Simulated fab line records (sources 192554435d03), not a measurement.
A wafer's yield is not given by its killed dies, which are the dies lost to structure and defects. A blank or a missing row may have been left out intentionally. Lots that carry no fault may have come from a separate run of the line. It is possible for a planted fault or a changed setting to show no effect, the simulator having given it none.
Chamber matching || flow n5_finfet || 4 sister chambers for N5_FIN_SAQP_FIN_ETCH_36 on rie_si-05
The step etches the open film in HBr/Cl2/O2, target depth 120 nm, time 50.4 s. 8 wafers are shown with their chamber, then 7 later ones without.

WAFERS WITH THEIR CHAMBER
{"wafer": "L081.5", "chamber": 3, "throttle_valve_pct (%)": 36.36, "oes_product_au (a.u.)": 0.991}
{"wafer": "L087.2", "chamber": 1, "throttle_valve_pct (%)": 35.95, "oes_product_au (a.u.)": 1.010}
{"wafer": "L087.3", "chamber": 0, "throttle_valve_pct (%)": 36.32, "oes_product_au (a.u.)": 1.012}
{"wafer": "L088.2", "chamber": 2, "throttle_valve_pct (%)": 36.22, "oes_product_au (a.u.)": 1.002}
{"wafer": "L088.3", "chamber": 3, "throttle_valve_pct (%)": 36.33, "oes_product_au (a.u.)": 1.003}
{"wafer": "L088.5", "chamber": 1, "throttle_valve_pct (%)": 35.92, "oes_product_au (a.u.)": 1.010}
{"wafer": "L089.1", "chamber": 0, "throttle_valve_pct (%)": 36.33, "oes_product_au (a.u.)": 1.013}
{"wafer": "L089.2", "chamber": 2, "throttle_valve_pct (%)": 36.21, "oes_product_au (a.u.)": 1.011}

WAFERS WITH NO CHAMBER GIVEN
{"wafer": "L089.3", "throttle_valve_pct (%)": 35.90, "oes_product_au (a.u.)": 1.004}
{"wafer": "L091.1", "throttle_valve_pct (%)": 35.92, "oes_product_au (a.u.)": 1.006}
{"wafer": "L091.3", "throttle_valve_pct (%)": 36.21, "oes_product_au (a.u.)": 1.011}
{"wafer": "L091.6", "throttle_valve_pct (%)": 36.34, "oes_product_au (a.u.)": 1.014}
{"wafer": "L092.1", "throttle_valve_pct (%)": 36.22, "oes_product_au (a.u.)": 1.001}
{"wafer": "L092.2", "throttle_valve_pct (%)": 36.34, "oes_product_au (a.u.)": 1.010}
{"wafer": "L092.4", "throttle_valve_pct (%)": 36.36, "oes_product_au (a.u.)": 0.985}

EACH ONE'S CHAMBER
{"wafer": "L089.3", "from the rows above": 1, "in truth": 1}
{"wafer": "L091.1", "from the rows above": 1, "in truth": 1}
{"wafer": "L091.3", "from the rows above": 2, "in truth": 2}
{"wafer": "L091.6", "from the rows above": 0, "in truth": 0}
{"wafer": "L092.1", "from the rows above": 2, "in truth": 2}
{"wafer": "L092.2", "from the rows above": "can't be placed: 0 or 3", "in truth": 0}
{"wafer": "L092.4", "from the rows above": 3, "in truth": 3}
Placed correctly: 6 of 7. These rows do not allow placing 1 (true chamber among the candidates in 1). Wrongly placed: 0.
How it was worked out, from the rows above alone: a wafer's distance from a chamber is the root of the sum, over the readings, of the square of ((its reading less the chamber's mean) divided by the reading's scatter). If the next closest chamber is less than 2 further off than the closest, the wafer can't be placed; otherwise it belongs to the closest. For every chamber, the mean is computed from those of its wafers that are shown. How the scatter is found: for the shown wafers, subtract from each reading the mean of its chamber, square and add these, divide the total by (wafers less chambers), then take the root.
